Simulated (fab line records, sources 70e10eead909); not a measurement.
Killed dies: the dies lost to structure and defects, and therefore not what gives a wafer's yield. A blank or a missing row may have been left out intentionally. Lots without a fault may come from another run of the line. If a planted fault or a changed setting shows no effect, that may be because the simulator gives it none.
fab line records	flow nand_harc	part 1 of 2: steps 1 to 27 of 38
record: lots: 5	wafers: 15	last_day: 33
route steps=1302 shown A_M0@1159 A_M1@1169
lots that met no fault: taken from a fault-free run of the same line
start_h: hours from the record's opening day to when the first of the lot's shown wafers began	wait_h: hours since the lot's step before	" identical to the entry in the row above	L1.1+2: a single row standing in for several wafers	- value missing, or start not given	* or withheld: withheld	< > ~ a bound
route shown NAME@n: names a module that has steps shown in the file, with the first one's number in the route	usual: mean and standard deviation over wafers with no fault	same: alike in all rows	chamber/n: place in a boat	sites: per-site readings	_std_site: the values' standard deviation	_edge_site: mean of outer sites minus mean of inner sites	radius_mm: how far each site lies from the wafer's centre	mask NAME#n: copy n	behind: the most recent tool/chamber to have shaped the wafer	hold: why the lot was held/for how many hours/how that ended	device: transistor that didn't switch, given as n, p or np	end of line: the tests these same wafers got at the end of their route	a step with no rows: only its recipe	killed: at the first sort, the dies lost to defects and structure; wafer yield is something else	map: a wafer's dies, marking killed ones x, the rest . and places with no die _
set.NAME: the setting as run; set.NAME@STEP: as run at that earlier step	model.NAME: the simulator's own value behind a step, which no gauge read
a table for each step, a row for each wafer; lots at some steps of the route
services: a tool's chamber out of use, with start hour (start_h, from the record's first day; less than 0 if before it), hours out, and reason
== steps ==
step: NHARC_A_M0_PVD_21
recipe: target_thk_a: 300	chamber_pressure_pa: 5	power_w: 5000	substrate_temp_c: 30	time_s: 20.49	material: Cu
usual: throttle_valve_pct: 30.0/0.91
lot.wafer	tool	chamber	start_h	wait_h	throttle_valve_pct
L080.2	pvd_sputter-02	-	-	-	31.5
L080.4	"	-	"	"	30.6
L080.6	"	-	"	"	31.4
L083.1	pvd_sputter-02	-	-	-	30.8
L083.3	"	-	"	"	29.7
L083.5	"	-	"	"	28.5
L086.1	pvd_sputter-01	-	-	-	29.8
L086.2	"	-	"	"	30.0
L086.4	"	-	"	"	30.4
L087.4	pvd_sputter-03	-	-	-	29.1
L087.3	"	-	"	"	30.0
L087.5	"	-	"	"	30.4
L097.4	pvd_sputter-01	-	-	-	29.7
L097.1	"	-	"	"	29.3
L097.5	"	-	"	"	30.2
step: NHARC_A_M0_ECD_22
recipe: target_thk_a: 4000	bath_temp_c: 25	material: Cu
lot.wafer	tool	chamber	start_h	wait_h
L080.2+4+6	ecd_cu-01	1	600.82	-
L083.1+3+5	ecd_cu-01	0,1,0	623.19	-
L086.2+1+4	ecd_cu-01	0,1,0	651.76	-
L087.3+4+5	ecd_cu-02	1,0,0	667.70	-
L097.1+4+5	ecd_cu-01	1,1,0	740.25	-
step: NHARC_A_M0_ANNEAL_30
recipe: temp_c: 225	time_s: 90
usual: wafer_temp_C_max: 226.05/0.29
lot.wafer	tool	chamber	start_h	wait_h	wafer_temp_C_max
L080.2	rtp_anneal-01	0	601.20	0.3	226.41
L080.4	"	0	"	"	226.13
L080.6	"	0	"	"	226.22
L083.1	rtp_anneal-01	0	623.57	0.3	225.88
L083.3	"	0	"	"	226.18
L083.5	"	0	"	"	226.27
L086.1	rtp_anneal-01	0	652.14	0.3	226.60
L086.2	"	0	"	"	226.49
L086.4	"	0	"	"	226.29
L087.3	rtp_anneal-02	0	668.08	0.3	226.03
L087.4	"	0	"	"	226.49
L087.5	"	0	"	"	225.81
L097.1	rtp_anneal-02	0	740.62	-	226.08
L097.4	"	0	"	"	225.90
L097.5	"	0	"	"	225.91
step: NHARC_A_M0_CMP_23
recipe: t_overpolish_s: 20	target_thk_nm: 113.75
usual: motor_current_A: 11.7/1.2	time_to_endpoint_s: 30.3/2.8
lot.wafer	tool	chamber	start_h	wait_h	motor_current_A	time_to_endpoint_s
L080.2	cmp-01	1	601.49	-	10.6	28.1
L080.4	"	2	"	"	11.9	28.5
L080.6	"	2	"	"	11.9	29.4
L083.3	cmp-02	1	624.00	-	10.6	29.6
L083.1	"	2	"	"	11.0	28.9
L083.5	"	0	"	"	10.8	35.7
L086.4	cmp-04	1	652.52	-	11.0	31.9
L086.1	"	2	"	"	11.1	28.0
L086.2	"	3	"	"	14.1	29.9
L087.4	cmp-02	1	668.32	-	10.9	29.8
L087.3	"	3	"	"	13.2	27.9
L087.5	"	2	"	"	11.2	28.4
L097.1	cmp-04	1	740.99	-	11.9	34.0
L097.4	"	2	"	"	10.2	31.0
L097.5	"	1	"	"	11.6	32.0
step: NHARC_A_M0_THK_MEAS_24
recipe: thk_meas_gauge: xrf
usual: thk_nm: 114.2/1.5
lot.wafer	tool	chamber	start_h	wait_h	thk_nm
L080.2	film_metro-02	-	601.81	-	115.4
L080.4	"	-	"	"	114.9
L080.6	"	-	"	"	115.4
L083.1	film_metro-02	-	624.27	-	114.2
L083.3	"	-	"	"	113.4
L083.5	"	-	"	"	114.8
L086.1	film_metro-01	-	652.80	-	113.4
L086.2	"	-	"	"	115.3
L086.4	"	-	"	"	116.8
L087.3	film_metro-01	-	668.64	-	114.4
L087.4	"	-	"	"	115.3
L087.5	"	-	"	"	115.2
L097.1	film_metro-01	-	741.28	-	113.4
L097.4	"	-	"	"	111.1
L097.5	"	-	"	"	113.9
step: NHARC_A_M0_SRD_25
lot.wafer	tool	chamber	start_h	wait_h
L080.2+6+4	wet_bench-10	7,1,2	601.86	0.0
L083.1+5+3	wet_bench-08	6,2,3	624.31	0.0
L086.1+2+4	wet_bench-10	1,2,3	652.84	0.0
L087.4+3+5	wet_bench-08	7,0,2	668.69	0.0
L097.5+1+4	wet_bench-08	6,0,1	741.32	0.0
step: NHARC_A_M0_INSPECT_27
usual: raw_defect_count: 537/130
lot.wafer	tool	chamber	start_h	wait_h	raw_defect_count
L080.2	defect_inspect-02	-	601.96	0.0	542
L080.4	"	-	"	"	390
L080.6	"	-	"	"	425
L083.1	defect_inspect-01	-	624.42	0.0	757
L083.3	"	-	"	"	776
L083.5	"	-	"	"	730
L086.1	defect_inspect-01	-	652.96	0.0	394
L086.2	"	-	"	"	390
L086.4	"	-	"	"	349
L087.3	defect_inspect-01	-	668.80	0.0	796
L087.4	"	-	"	"	866
L087.5	"	-	"	"	797
L097.1	defect_inspect-02	-	741.44	0.0	739
L097.4	"	-	"	"	960
L097.5	"	-	"	"	902
step: NHARC_A_M0_PRE_CLEAN_31
recipe: time_s: 12	temp_c: 370	rf_power_w: 300	gas: NH3
usual: heater_power_outer_w: 371/65	heater_power_w: 625/84
lot.wafer	tool	chamber	start_h	wait_h	heater_power_outer_w	heater_power_w
L080.2	pecvd-04	1	602.06	0.1	316	581
L080.4	"	0	"	"	397	638
L080.6	"	1	"	"	324	557
L083.3	pecvd-03	0	624.49	0.1	406	651
L083.1	"	2	"	"	530	796
L083.5	"	0	"	"	413	649
L086.2	pecvd-04	0	653.04	0.1	314	541
L086.1	"	1	"	"	255	503
L086.4	"	1	"	"	258	498
L087.3	pecvd-03	2	668.89	0.1	465	741
L087.5	"	0	"	"	351	588
L087.4	"	2	"	"	478	741
L097.1	pecvd-04	1	741.50	0.1	320	596
L097.4	"	1	"	"	311	582
L097.5	"	0	"	"	360	596
step: NHARC_A_M0_DEP_32
recipe: target_thk_a: 300	temp_c: 370	target_thk_nm: 30	pressure_torr: 3	flow_sccm: 200	rf_w: 450	material: SiCN
usual: heater_power_outer_w: 336/68	heater_power_w: 578/86
lot.wafer	tool	chamber	start_h	wait_h	heater_power_outer_w	heater_power_w
L080.2	pecvd-04	1	602.20	0.1	307	567
L080.4	"	0	"	"	316	535
L080.6	"	1	"	"	307	562
L083.3	pecvd-03	0	624.57	0.1	362	587
L083.1	"	2	"	"	457	698
L083.5	"	0	"	"	357	591
L086.2	pecvd-04	0	653.15	0.1	349	578
L086.1	"	1	"	"	291	538
L086.4	"	1	"	"	283	554
L087.3	pecvd-03	2	669.03	0.1	479	735
L087.5	"	0	"	"	348	569
L087.4	"	2	"	"	474	747
L097.1	pecvd-04	1	741.58	0.1	275	519
L097.4	"	1	"	"	275	531
L097.5	"	0	"	"	348	590
step: NHARC_A_M1_DEP_00
recipe: target_thk_a: 1825	target_thk_nm: 182.5	temp_c: withheld	pressure_torr: 5	flow_sccm: 200	rf_w: 600	material: SiOC
lot.wafer	tool	chamber	start_h	wait_h
L080.2+6+4	pecvd-04	0,2,0	-	-
L083.1+3+5	pecvd-04	1,0,2	624.99	-
L086.2+1+4	pecvd-02	1,2,1	653.52	-
L087.3+5+4	pecvd-04	0,1,2	669.45	-
L097.1+4+5	pecvd-03	0,1,2	742.53	-
step: NHARC_A_M1_DEHYDRATE_01
recipe: temp_c: 150	time_s: 120
lot.wafer	tool	chamber	start_h	wait_h
L080.2+4+6	litho_track-04	0	602.91	-
L083.1+3+5	litho_track-06	0	625.38	-
L086.1+2+4	litho_track-04	0	654.06	0.4
L087.3+4+5	litho_track-06	0	669.77	-
L097.1+4+5	litho_track-01	0	742.84	-
step: NHARC_A_M1_HMDS_02
recipe: time_s: 30
lot.wafer	tool	chamber	start_h	wait_h
L080.2+4+6	litho_track-04	0	-	-
L083.1+3+5	litho_track-06	0	-	-
L086.1+2+4	litho_track-04	0	-	-
L087.3+4+5	litho_track-06	0	-	-
L097.1+4+5	litho_track-01	0	-	-
step: NHARC_A_M1_COAT_34
recipe: temp_c: 200	time_s: 65
lot.wafer	tool	chamber	start_h	wait_h
L080.2+4+6	litho_track-04	0	-	-
L083.1+3+5	litho_track-06	0	-	-
L086.1+2+4	litho_track-04	0	-	-
L087.3+4+5	litho_track-06	0	-	-
L097.1+4+5	litho_track-01	0	-	-
step: NHARC_A_M1_COAT_03
recipe: spin_rpm: 1500	resist_thk_nm: 90
usual: dispense_pressure_kPa: 48.6/1.3
lot.wafer	tool	chamber	start_h	wait_h	dispense_pressure_kPa
L080.2	litho_track-04	0	-	-	49.5
L080.4	"	0	"	"	49.5
L080.6	"	0	"	"	49.5
L083.1	litho_track-06	0	-	-	49.8
L083.3	"	0	"	"	49.8
L083.5	"	0	"	"	49.9
L086.1	litho_track-04	0	-	-	49.6
L086.2	"	0	"	"	49.5
L086.4	"	0	"	"	49.6
L087.3	litho_track-06	0	-	-	49.9
L087.4	"	0	"	"	49.9
L087.5	"	0	"	"	49.8
L097.1	litho_track-01	0	-	-	46.9
L097.4	"	0	"	"	46.9
L097.5	"	0	"	"	46.9
step: NHARC_A_M1_SOFTBAKE_04
recipe: temp_c: 105	time_s: 55
lot.wafer	tool	chamber	start_h	wait_h
L080.2+4+6	litho_track-04	0	-	-
L083.1+3+5	litho_track-06	0	-	-
L086.1+2+4	litho_track-04	0	-	-
L087.3+4+5	litho_track-06	0	-	-
L097.1+4+5	litho_track-01	0	-	-
step: NHARC_A_M1_EBR_05
lot.wafer	tool	chamber	start_h	wait_h
L080.2+4+6	litho_track-04	0	-	-
L083.1+3+5	litho_track-06	0	-	-
L086.1+2+4	litho_track-04	0	-	-
L087.3+4+5	litho_track-06	0	-	-
L097.1+4+5	litho_track-01	0	-	-
step: NHARC_A_M1_EXPOSE_06
recipe: na: 1.35	target_cd_nm: 120	dose_mj: 75.13	mask_id: A_M1
usual: exposure_dose_mJ_cm2: 75.06/0.088	reticle_temp_C: 23.00/0.1
lot.wafer	tool	chamber	start_h	wait_h	mask	exposure_dose_mJ_cm2	reticle_temp_C
L080.2	arfi_scanner-02	0	603.20	-	A_M1#0	75.06	23.03
L080.4	"	0	"	"	A_M1#0	75.10	23.15
L080.6	"	0	"	"	A_M1#0	75.01	22.90
L083.1	arfi_scanner-03	0	625.67	-	A_M1#0	75.10	22.96
L083.3	"	0	"	"	A_M1#0	75.05	22.94
L083.5	"	0	"	"	A_M1#0	75.06	22.89
L086.1	arfi_scanner-02	0	654.35	-	A_M1#0	74.99	23.09
L086.2	"	0	"	"	A_M1#0	74.97	23.02
L086.4	"	0	"	"	A_M1#0	74.98	23.20
L087.3	arfi_scanner-01	0	670.06	-	A_M1#0	75.12	22.97
L087.4	"	0	"	"	A_M1#0	75.06	23.07
L087.5	"	0	"	"	A_M1#0	74.99	22.87
L097.1	arfi_scanner-01	0	743.13	-	A_M1#0	75.05	22.98
L097.4	"	0	"	"	A_M1#0	75.08	22.99
L097.5	"	0	"	"	A_M1#0	75.20	22.99
step: NHARC_A_M1_PEB_07
recipe: peb_temp_c: 100	peb_time_s: 65
lot.wafer	tool	chamber	start_h	wait_h
L080.2+4+6	litho_track-06	0	603.26	0.1
L083.1+3+5	litho_track-04	0	625.73	0.1
L086.1+2+4	litho_track-06	0	654.41	0.1
L087.3+4+5	litho_track-06	0	670.12	0.0
L097.1+4+5	litho_track-06	0	743.19	0.1
step: NHARC_A_M1_DEVELOP_08
recipe: develop_time_s: 35	dev_temp_c: 23
lot.wafer	tool	chamber	start_h	wait_h
L080.2+4+6	litho_track-06	0	-	-
L083.1+3+5	litho_track-04	0	-	-
L086.1+2+4	litho_track-06	0	-	-
L087.3+4+5	litho_track-06	0	-	-
L097.1+4+5	litho_track-06	0	-	-
step: NHARC_A_M1_CD_MEAS_09
recipe: target_cd_nm: 120	landing_energy_ev: 500
usual: cd_nm: 120.2/0.58
lot.wafer	tool	chamber	start_h	wait_h	cd_nm
L080.2	cd_sem-02	0	603.34	-	120.0
L080.4	"	0	"	"	120.0
L080.6	"	0	"	"	120.3
L083.1	cd_sem-01	0	625.81	-	120.8
L083.3	"	0	"	"	119.6
L083.5	"	0	"	"	120.9
L086.1	cd_sem-02	0	654.49	-	121.2
L086.2	"	0	"	"	121.5
L086.4	"	0	"	"	120.3
L087.3	cd_sem-02	0	670.20	-	119.8
L087.4	"	0	"	"	120.1
L087.5	"	0	"	"	119.6
L097.1	cd_sem-01	0	743.27	-	119.8
L097.4	"	0	"	"	119.7
L097.5	"	0	"	"	120.2
step: NHARC_A_M1_OVL_MEAS_10
recipe: pitch_nm: 240
usual: overlay_x_nm: 0.3/0.85	overlay_y_nm: 0.0/0.69
lot.wafer	tool	chamber	start_h	wait_h	overlay_x_nm	overlay_y_nm
L080.2	overlay-01	-	603.43	-	-0.9	-0.3
L080.4	"	-	"	"	-1.0	-0.7
L080.6	"	-	"	"	-1.2	-0.7
L083.1	overlay-01	-	625.90	-	1.4	-0.2
L083.3	"	-	"	"	1.0	-0.2
L083.5	"	-	"	"	1.0	-0.4
L086.1	overlay-01	-	654.58	-	0.0	0.4
L086.2	"	-	"	"	-0.2	0.2
L086.4	"	-	"	"	-0.6	-0.3
L087.3	overlay-01	-	670.28	-	1.2	-0.1
L087.4	"	-	"	"	1.2	-0.1
L087.5	"	-	"	"	0.9	-0.2
L097.1	overlay-01	-	743.36	-	0.7	0.3
L097.4	"	-	"	"	0.8	0.1
L097.5	"	-	"	"	0.6	0.3
step: NHARC_A_M1_INSPECT_11
usual: raw_defect_count: 83/41
lot.wafer	tool	chamber	start_h	wait_h	raw_defect_count
L080.2	defect_inspect-01	-	603.46	0.0	92
L080.4	"	-	"	"	79
L080.6	"	-	"	"	73
L083.1	defect_inspect-01	-	625.94	0.0	88
L083.3	"	-	"	"	115
L083.5	"	-	"	"	105
L086.1	defect_inspect-01	-	654.62	0.0	27
L086.2	"	-	"	"	20
L086.4	"	-	"	"	30
L087.3	defect_inspect-02	-	670.32	0.0	46
L087.4	"	-	"	"	40
L087.5	"	-	"	"	46
L097.1	defect_inspect-01	-	743.40	0.0	124
L097.4	"	-	"	"	123
L097.5	"	-	"	"	130
step: NHARC_A_M1_DESCUM_14
recipe: time_s: 3	o2_flow_sccm: 200	ar_flow_sccm: 0	bias_power_w: 0	chemistry: O2
usual: drypump_motor_current_A: 5.8/0.42	oes_product_au: 1.002/0.011	rf_vpp_V: 57.6/0.79	showerhead_plenum_p_Torr: 1.89/0.071	throttle_valve_pct: 11.310/0.0093
lot.wafer	tool	chamber	start_h	wait_h	drypump_motor_current_A	oes_product_au	rf_hours_counter_h	rf_vpp_V	showerhead_plenum_p_Torr	throttle_valve_pct
L080.4	rie_diel-13	3	603.54	0.1	6.8	0.994	4.2	57.6	1.92	11.308
L080.2	"	0	"	"	5.5	1.025	3.4	57.1	1.92	11.319
L080.6	"	2	"	"	5.8	1.015	-	58.0	1.82	11.302
L083.3	rie_diel-07	3	626.01	0.1	5.6	0.994	7.6	57.3	1.80	11.302
L083.1	"	1	"	"	6.3	1.003	7.6	57.4	2.05	11.303
L083.5	"	2	"	"	5.2	1.004	-	57.6	1.91	11.313
L086.2	rie_diel-02	0	654.68	0.1	5.5	0.992	2.5	57.7	1.99	11.322
L086.1	"	1	"	"	6.1	0.984	2.4	56.2	1.79	11.308
L086.4	"	2	"	"	5.4	0.992	2.8	58.3	1.85	11.294
L087.3	rie_diel-13	2	670.39	0.1	5.8	1.025	7.9	57.9	1.82	11.306
L087.4	"	0	"	"	5.5	1.020	6.9	58.1	1.92	11.299
L087.5	"	1	"	"	5.8	1.022	-	57.7	1.94	11.317
L097.4	rie_diel-13	2	743.47	0.1	5.8	1.015	2.8	56.9	1.81	11.309
L097.1	"	3	"	"	6.8	1.013	2.2	58.2	1.91	11.311
L097.5	"	2	"	"	5.8	1.010	-	58.9	1.81	11.300
step: NHARC_A_M1_ETCH_35
recipe: target_depth_a: 400	overetch_a: 120	time_s: 43.94	ion_energy_ev: 200	n2_flow_sccm: 150	h2_flow_sccm: 150	ar_flow_sccm: 0	rf_w: 400	bias_w: 150	chemistry: N2/H2
usual: drypump_motor_current_A: 5.8/0.44	n2_flow_sccm: 150.0/0.46	oes_product_au: 1.004/0.013	rf_vpp_V: 430.0/2.2	showerhead_plenum_p_Torr: 2.02/0.076	throttle_valve_pct: 14.169/0.0098
lot.wafer	tool	chamber	start_h	wait_h	drypump_motor_current_A	n2_flow_sccm	oes_product_au	rf_hours_counter_h	rf_vpp_V	showerhead_plenum_p_Torr	throttle_valve_pct
L080.4	rie_diel-13	3	603.62	0.1	6.8	150.3	1.008	4.2	430.3	2.04	14.167
L080.2	"	0	"	"	5.5	149.6	1.020	3.4	431.3	2.05	14.169
L080.6	"	3	"	"	6.8	149.8	1.002	-	430.1	2.04	14.172
L083.3	rie_diel-07	0	626.08	0.1	6.0	149.2	0.990	8.8	428.9	1.96	14.165
L083.1	"	1	"	"	6.3	150.6	0.997	7.6	433.8	2.19	14.163
L083.5	"	0	"	"	6.0	150.2	0.988	-	427.6	1.96	14.165
L086.1	rie_diel-02	2	654.76	0.1	5.4	150.5	1.002	2.8	429.5	1.97	14.173
L086.2	"	3	"	"	5.6	150.1	1.000	2.9	430.8	2.07	14.171
L086.4	"	1	"	"	6.1	149.9	0.998	2.4	426.7	1.91	14.182
L087.3	rie_diel-13	1	670.46	0.1	5.8	150.4	1.023	7.6	430.6	2.07	14.166
L087.4	"	2	"	"	5.8	150.1	1.012	7.9	428.0	1.93	14.152
L087.5	"	2	"	"	5.8	149.9	1.011	-	428.9	1.93	14.161
L097.1	rie_diel-13	0	743.55	0.1	5.5	150.2	1.016	2.1	430.0	2.04	14.152
L097.4	"	2	"	"	5.8	150.0	1.013	2.8	428.2	1.93	14.174
L097.5	"	0	"	"	5.5	150.3	1.023	-	429.1	2.04	14.182
step: NHARC_A_M1_ETCH_15
recipe: target_depth_a: 1825	time_s: 91.2	c4f8_flow_sccm: withheld	ar_flow_sccm: 400	rf_w: 600	bias_w: 300	chemistry: C4F8/Ar
usual: oes_product_au: 0.953/0.025	rf_vpp_V: 440.4/2.5
lot.wafer	tool	chamber	start_h	wait_h	oes_product_au	rf_hours_counter_h	rf_vpp_V
L080.2	rie_diel-13	2	-	-	0.943	4.2	439.4
L080.4	"	3	"	"	0.926	4.3	440.4
L080.6	"	2	"	"	0.941	-	438.1
L083.3	rie_diel-07	0	-	-	0.928	8.8	437.5
L083.1	"	1	"	"	0.932	7.7	445.9
L083.5	"	2	"	"	0.918	-	440.6
L086.4	rie_diel-02	2	-	-	0.922	2.8	439.9
L086.1	"	3	"	"	0.925	3.0	441.8
L086.2	"	0	"	"	0.921	2.6	442.9
L087.4	rie_diel-13	0	-	-	0.938	6.9	441.5
L087.3	"	1	"	"	0.939	7.6	442.1
L087.5	"	3	"	"	0.934	-	441.0
L097.1	rie_diel-13	3	-	-	0.986	2.3	441.7
L097.4	"	2	"	"	0.974	2.9	438.0
L097.5	"	3	"	"	0.988	-	439.6
step: NHARC_A_M1_CD_MEAS_16
usual: cd_nm: 120.2/0.77
lot.wafer	tool	chamber	start_h	wait_h	cd_nm
L080.2	cd_sem-02	-	603.83	-	120.2
L080.4	"	-	"	"	119.5
L080.6	"	-	"	"	120.5
L083.1	cd_sem-02	-	626.30	-	120.8
L083.3	"	-	"	"	119.8
L083.5	"	-	"	"	120.4
L086.1	cd_sem-01	-	654.98	-	121.0
L086.2	"	-	"	"	121.0
L086.4	"	-	"	"	120.0
L087.3	cd_sem-01	-	670.69	-	119.2
L087.4	"	-	"	"	121.4
L087.5	"	-	"	"	120.6
L097.1	cd_sem-02	-	743.76	-	119.7
L097.4	"	-	"	"	121.2
L097.5	"	-	"	"	120.7
step: NHARC_A_M1_STRIP_18
recipe: power_w: 1000	n2_flow_sccm: 150	h2_flow_sccm: 150	ar_flow_sccm: 0	bias_w: 0	chemistry: N2/H2
usual: drypump_motor_current_A: 5.8/0.39	n2_flow_sccm: 150.0/0.48	oes_product_au: 1.002/0.013	rf_vpp_V: 90.5/0.94	showerhead_plenum_p_Torr: 2.02/0.082	throttle_valve_pct: 14.172/0.0093
lot.wafer	tool	chamber	start_h	wait_h	drypump_motor_current_A	n2_flow_sccm	oes_product_au	rf_hours_counter_h	rf_vpp_V	showerhead_plenum_p_Torr	throttle_valve_pct
L080.2	rie_diel-07	1	603.90	0.1	6.3	150.7	1.001	6.8	92.0	2.19	14.164
L080.4	"	2	"	"	5.2	149.8	0.999	4.7	89.8	2.03	14.171
L080.6	"	2	"	"	5.2	149.3	0.995	-	90.6	2.03	14.163
L083.3	rie_diel-07	2	626.40	0.1	5.2	150.2	0.997	5.6	91.0	2.03	14.172
L083.1	"	3	"	"	5.7	150.2	0.982	7.6	90.7	1.91	14.166
L083.5	"	1	"	"	6.3	150.2	0.998	-	92.0	2.19	14.163
L086.2	rie_diel-02	0	655.07	0.1	5.5	149.7	0.996	2.6	91.4	2.12	14.182
L086.1	"	1	"	"	6.1	149.3	0.993	2.4	88.5	1.91	14.170
L086.4	"	2	"	"	5.4	149.4	1.003	2.8	90.9	1.97	14.179
L087.4	rie_diel-02	0	670.76	0.1	5.5	150.0	0.991	2.8	90.3	2.12	14.176
L087.3	"	3	"	"	5.6	150.4	0.997	3.2	91.8	2.07	14.175
L087.5	"	1	"	"	6.1	149.8	0.979	-	90.5	1.91	14.168
L097.1	rie_diel-02	3	743.87	0.1	5.6	150.8	0.986	5.0	93.3	2.06	14.160
L097.5	"	2	"	"	5.4	150.7	1.003	-	91.9	1.97	14.190
L097.4	"	3	"	"	5.6	150.5	0.997	-	91.8	2.07	14.173
